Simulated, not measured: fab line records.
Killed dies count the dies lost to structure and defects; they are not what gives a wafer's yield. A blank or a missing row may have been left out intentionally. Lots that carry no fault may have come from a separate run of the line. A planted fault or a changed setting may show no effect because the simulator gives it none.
Which tool did it? / flow n5-finfet / 24 lots, 72 wafers sampled, at 4 steps of a route of 1938

== WHAT THE GAUGES READ, wafer by wafer ==
N5_BEOL_M6_THK_MEAS_53: measures by xrf. Usual: for M6_THK the level is 77.9 nm and the standard deviation is 2.6.
lot=L075; measured=day 9 01:31; on=film-metro-02; M6_THK (nm)=73.8 79.5 80.3; flag=
lot=L074; measured=day 9 02:04; on=film-metro-01; M6_THK (nm)=77.8 81.8 78.1; flag=
lot=L076; measured=day 9 06:10; on=film-metro-02; M6_THK (nm)=76.1 81.6 76.9; flag=
lot=L077; measured=day 9 22:56; on=film-metro-01; M6_THK (nm)=79.6 75.5 81.1; flag=
lot=L079; measured=day 10 01:42; on=film-metro-01; M6_THK (nm)=74.6 79.3 78.0; flag=
lot=L078; measured=day 10 02:29; on=film-metro-01; M6_THK (nm)=80.8 77.4 79.1; flag=
lot=L080; measured=day 10 11:47; on=film-metro-01; M6_THK (nm)=79.0 77.1 77.6; flag=
lot=L082; measured=day 10 20:35; on=film-metro-01; M6_THK (nm)=81.7 75.8 76.8; flag=
lot=L081; measured=day 10 20:51; on=film-metro-01; M6_THK (nm)=72.3 79.1 76.8; flag=
lot=L084; measured=day 11 01:48; on=film-metro-01; M6_THK (nm)=77.4 74.5 79.5; flag=
lot=L083; measured=day 11 02:45; on=film-metro-01; M6_THK (nm)=73.9 72.1 76.0; flag=
lot=L085; measured=day 11 17:20; on=film-metro-02; M6_THK (nm)=75.8 77.0 78.4; flag=
lot=L086; measured=day 12 03:13; on=film-metro-01; M6_THK (nm)=79.1 79.3 84.3; flag=
lot=L088; measured=day 12 12:56; on=film-metro-02; M6_THK (nm)=78.0 74.7 80.7; flag=
lot=L087; measured=day 12 13:17; on=film-metro-01; M6_THK (nm)=77.5 77.6 78.8; flag=
lot=L089; measured=day 12 20:29; on=film-metro-02; M6_THK (nm)=76.8 79.4 77.6; flag=
lot=L090; measured=day 13 11:31; on=film-metro-02; M6_THK (nm)=78.2 74.2 79.1; flag=
lot=L091; measured=day 13 14:11; on=film-metro-01; M6_THK (nm)=73.9 77.1 78.6; flag=
lot=L092; measured=day 13 16:20; on=film-metro-01; M6_THK (nm)=77.2 72.3 77.1; flag=
lot=L093; measured=day 14 01:26; on=film-metro-02; M6_THK (nm)=71.6 79.2 80.7; flag=
lot=L094; measured=day 14 01:53; on=film-metro-01; M6_THK (nm)=77.1 78.2 76.4; flag=
lot=L095; measured=day 14 14:54; on=film-metro-02; M6_THK (nm)=78.2 78.9 81.7; flag=
lot=L097; measured=day 14 19:52; on=film-metro-01; M6_THK (nm)=78.0 78.7 84.4; flag=
lot=L096; measured=day 14 21:20; on=film-metro-02; M6_THK (nm)=76.7 79.1 83.0; flag=

N5_BEOL_M7_OVL_MEAS_12. Usual: for M7_OVL the level is 0.4 nm and the standard deviation is 0.79.
lot=L075; measured=day 9 03:34; on=overlay-02; M7_OVL (nm)=0.6 0.9 1.3; flag=
lot=L074; measured=day 9 04:27; on=overlay-02; M7_OVL (nm)=1.2 1.8 2.0; flag=
lot=L076; measured=day 9 08:13; on=overlay-02; M7_OVL (nm)=-0.7 -0.6 -1.0; flag=
lot=L077; measured=day 10 01:13; on=overlay-02; M7_OVL (nm)=-0.8 0.1 -0.6; flag=
lot=L079; measured=day 10 05:16; on=overlay-02; M7_OVL (nm)=-1.0 1.2 -0.9; flag=
lot=L078; measured=day 10 05:25; on=overlay-02; M7_OVL (nm)=1.0 0.9 -0.3; flag=
lot=L080; measured=day 10 16:16; on=overlay-02; M7_OVL (nm)=-0.2 0.2 0.0; flag=
lot=L082; measured=day 10 23:34; on=overlay-01; M7_OVL (nm)=-0.2 0.5 0.3; flag=
lot=L081; measured=day 11 00:03; on=overlay-01; M7_OVL (nm)=0.2 0.5 1.2; flag=
lot=L084; measured=day 11 03:50; on=overlay-02; M7_OVL (nm)=1.0 1.5 1.6; flag=
lot=L083; measured=day 11 04:21; on=overlay-01; M7_OVL (nm)=-0.5 -0.5 -1.0; flag=
lot=L085; measured=day 11 19:49; on=overlay-01; M7_OVL (nm)=0.8 1.9 -0.1; flag=
lot=L086; measured=day 12 06:24; on=overlay-02; M7_OVL (nm)=1.2 0.1 0.0; flag=
lot=L088; measured=day 12 15:16; on=overlay-02; M7_OVL (nm)=0.3 -0.2 0.1; flag=
lot=L087; measured=day 12 15:25; on=overlay-01; M7_OVL (nm)=0.2 -0.4 -0.7; flag=
lot=L089; measured=day 12 23:31; on=overlay-02; M7_OVL (nm)=1.0 1.2 2.0; flag=
lot=L090; measured=day 13 12:57; on=overlay-01; M7_OVL (nm)=0.4 1.0 1.6; flag=
lot=L091; measured=day 13 16:08; on=overlay-02; M7_OVL (nm)=-0.7 -1.1 -0.3; flag=
lot=L092; measured=day 13 19:24; on=overlay-02; M7_OVL (nm)=0.2 1.3 0.4; flag=
lot=L093; measured=day 14 03:12; on=overlay-01; M7_OVL (nm)=-0.6 -1.0 -0.5; flag=
lot=L094; measured=day 14 05:38; on=overlay-01; M7_OVL (nm)=1.7 0.5 0.2; flag=
lot=L095; measured=day 14 16:47; on=overlay-01; M7_OVL (nm)=1.2 0.9 0.1; flag=
lot=L097; measured=day 14 22:24; on=overlay-02; M7_OVL (nm)=0.6 0.8 1.0; flag=
lot=L096; measured=day 14 23:10; on=overlay-02; M7_OVL (nm)=1.6 1.3 0.9; flag=

N5_BEOL_M7_CD_MEAS_28: the cd target is 40 nm. Usual: cd-nm reads 40.02 nm (standard deviation 0.28).
lot=L075; measured=day 9 04:33; on=cd-sem-01; cd-nm (nm)=39.69 39.84 40.25; flag=
lot=L074; measured=day 9 05:28; on=cd-sem-02; cd-nm (nm)=40.29 40.00 39.98; flag=
lot=L076; measured=day 9 09:44; on=cd-sem-01; cd-nm (nm)=40.12 40.20 39.90; flag=
lot=L077; measured=day 10 04:16; on=cd-sem-01; cd-nm (nm)=39.97 40.13 40.02; flag=
lot=L079; measured=day 10 06:46; on=cd-sem-01; cd-nm (nm)=40.19 40.52 40.02; flag=
lot=L078; measured=day 10 06:58; on=cd-sem-01; cd-nm (nm)=40.02 39.30 39.57; flag=
lot=L080; measured=day 10 17:58; on=cd-sem-03; cd-nm (nm)=39.73 39.31 39.56; flag=
lot=L082; measured=day 11 00:37; on=cd-sem-03; cd-nm (nm)=40.10 40.21 40.46; flag=
lot=L081; measured=day 11 01:08; on=cd-sem-02; cd-nm (nm)=40.17 39.69 40.18; flag=
lot=L084; measured=day 11 07:05; on=cd-sem-02; cd-nm (nm)=39.77 39.95 40.32; flag=
lot=L083; measured=day 11 07:16; on=cd-sem-03; cd-nm (nm)=40.31 40.10 40.39; flag=
lot=L085; measured=day 11 22:51; on=cd-sem-01; cd-nm (nm)=39.79 39.61 39.93; flag=
lot=L086; measured=day 12 09:08; on=cd-sem-02; cd-nm (nm)=40.13 40.04 40.14; flag=
lot=L088; measured=day 12 17:30; on=cd-sem-03; cd-nm (nm)=39.82 39.78 40.04; flag=
lot=L087; measured=day 12 17:05; on=cd-sem-03; cd-nm (nm)=39.87 39.66 39.75; flag=
lot=L089; measured=day 13 00:35; on=cd-sem-02; cd-nm (nm)=39.99 40.16 40.08; flag=
lot=L090; measured=day 13 13:49; on=cd-sem-02; cd-nm (nm)=40.26 39.94 39.89; flag=
lot=L091; measured=day 13 17:44; on=cd-sem-01; cd-nm (nm)=40.72 40.96 40.51; flag=
lot=L092; measured=day 13 21:47; on=cd-sem-01; cd-nm (nm)=39.83 39.96 39.89; flag=
lot=L093; measured=day 14 09:12; on=cd-sem-02; cd-nm (nm)=40.20 40.08 40.09; flag=
lot=L094; measured=day 14 09:14; on=cd-sem-03; cd-nm (nm)=39.98 39.89 39.44; flag=
lot=L095; measured=day 14 18:56; on=cd-sem-01; cd-nm (nm)=39.78 40.11 39.90; flag=
lot=L097; measured=day 15 00:55; on=cd-sem-01; cd-nm (nm)=40.25 39.87 40.19; flag=
lot=L096; measured=day 15 00:45; on=cd-sem-02; cd-nm (nm)=40.34 39.85 39.85; flag=

N5_BEOL_M7_OVL_MEAS_29. Usual: for V6_OVL the level is -0.2 nm and the standard deviation is 0.57.
lot=L075; measured=day 9 04:35; on=overlay-02; V6_OVL (nm)=0.0 -1.2 0.3; flag=
lot=L074; measured=day 9 05:29; on=overlay-02; V6_OVL (nm)=0.2 0.3 0.4; flag=
lot=L076; measured=day 9 09:46; on=overlay-02; V6_OVL (nm)=-0.9 -0.9 -0.5; flag=
lot=L077; measured=day 10 04:17; on=overlay-02; V6_OVL (nm)=-0.9 0.9 -0.5; flag=
lot=L079; measured=day 10 06:47; on=overlay-02; V6_OVL (nm)=-1.1 -0.1 -0.6; flag=
lot=L078; measured=day 10 07:00; on=overlay-02; V6_OVL (nm)=0.8 0.3 -0.6; flag=
lot=L080; measured=day 10 18:01; on=overlay-02; V6_OVL (nm)=0.3 0.0 -0.9; flag=
lot=L082; measured=day 11 00:39; on=overlay-02; V6_OVL (nm)=0.0 0.2 -0.7; flag=
lot=L081; measured=day 11 01:11; on=overlay-02; V6_OVL (nm)=-0.3 -0.4 -0.8; flag=
lot=L084; measured=day 11 07:07; on=overlay-02; V6_OVL (nm)=0.3 0.5 -0.2; flag=
lot=L083; measured=day 11 07:18; on=overlay-01; V6_OVL (nm)=-1.4 -1.5 -0.9; flag=
lot=L085; measured=day 11 22:53; on=overlay-02; V6_OVL (nm)=-0.3 0.2 0.0; flag=
lot=L086; measured=day 12 09:10; on=overlay-01; V6_OVL (nm)=0.3 0.0 -0.1; flag=
lot=L088; measured=day 12 17:32; on=overlay-02; V6_OVL (nm)=0.8 0.2 0.6; flag=
lot=L087; measured=day 12 17:07; on=overlay-01; V6_OVL (nm)=-0.5 -1.1 0.0; flag=
lot=L089; measured=day 13 00:37; on=overlay-01; V6_OVL (nm)=-0.4 -0.1 -0.8; flag=
lot=L090; measured=day 13 13:51; on=overlay-01; V6_OVL (nm)=-1.1 -1.1 -0.9; flag=
lot=L091; measured=day 13 17:46; on=overlay-02; V6_OVL (nm)=-0.2 0.1 0.2; flag=
lot=L092; measured=day 13 21:50; on=overlay-01; V6_OVL (nm)=-0.4 -0.8 -1.3; flag=
lot=L093; measured=day 14 09:14; on=overlay-02; V6_OVL (nm)=-0.9 0.1 0.4; flag=
lot=L094; measured=day 14 09:16; on=overlay-01; V6_OVL (nm)=-0.2 0.2 0.9; flag=
lot=L095; measured=day 14 18:58; on=overlay-01; V6_OVL (nm)=0.0 0.4 0.3; flag=
lot=L097; measured=day 15 00:58; on=overlay-02; V6_OVL (nm)=-0.1 0.4 0.4; flag=
lot=L096; measured=day 15 00:47; on=overlay-01; V6_OVL (nm)=-0.6 -1.0 -0.8; flag=

== WHICH TOOL RAN EACH LOT (tool, then ch and the chambers of the sampled wafers, then the start) ==
The record shows no process step preceding these readings.

== WHAT THE TOOLS THEMSELVES READ (means of the sampled wafers that have a number; where no wafer has one, the mark that the record gives instead) ==
The record holds no such reading with a usual standard deviation.

== THE ANSWER, worked out from the rows above alone ==
Rule: lot off if the mean of its wafers having a number is beyond 3 standard deviations from the usual mean. Also off: a lot with no number at a reading for which 4 or more lots have one. Any other lot the step has rows for is counted as sound. After the gauges, taken in route order, come the tools' own readings; for these a lot's mean is taken, as printed above. The first step at which some lot is off is used, and at that step the reading that is off furthest; a lot without a number counts as furthest.
None of the lots is off at any reading shown; this tells nothing.

== WHAT THE SIMULATOR HAD INSERTED ==
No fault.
